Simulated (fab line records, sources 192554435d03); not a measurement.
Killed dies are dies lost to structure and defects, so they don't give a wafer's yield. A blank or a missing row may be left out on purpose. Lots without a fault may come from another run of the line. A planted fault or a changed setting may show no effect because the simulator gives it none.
Chamber matching | flow n5_finfet | N5_BEOL_M8_ALD_77 on ald_metal-04: 4 sister chambers
The step deposits TaN, target thk 2 nm, pulse time 2 s, purge time 3 s. 4 wafers are shown with their chamber, then 12 later ones without.

WAFERS WITH THEIR CHAMBER
wafer  | chamber | heater_power_outer_w (W)
L086.3 | 0       | 174
L086.5 | 3       | 217
L091.1 | 1       | 267
L091.6 | 2       | 193

WAFERS WITHOUT THEIR CHAMBER
wafer  | heater_power_outer_w (W)
L092.1 | 193
L092.2 | 214
L092.3 | 265
L094.2 | 200
L094.3 | 211
L094.5 | 265
L096.2 | 269
L096.3 | 192
L096.6 | 173
L097.1 | 266
L097.3 | 178
L097.6 | 212

WHICH CHAMBER EACH WENT THROUGH
wafer  | from the rows above | in truth
L092.1 | 2                   | 2
L092.2 | 3                   | 3
L092.3 | 1                   | 1
L094.2 | 2                   | 2
L094.3 | 3                   | 3
L094.5 | 1                   | 1
L096.2 | 1                   | 1
L096.3 | 2                   | 2
L096.6 | 0                   | 0
L097.1 | 1                   | 1
L097.3 | 0                   | 0
L097.6 | 3                   | 3
Placed correctly: 12 of 12. Can't be placed from these rows: 0. Placed wrongly: 0.
How it was worked out, from the rows above alone: a wafer's distance from a chamber is the root of the sum, over the readings, of the square of ((its reading less the chamber's mean) divided by the reading's scatter). The wafer belongs to the nearest chamber; if the next one is less than 2 further off, it can't be placed. A chamber's mean is the mean of its shown wafers. The scatter: with one shown wafer a chamber, the root of the mean of the squares of how far each hidden wafer lies from its nearest shown one.
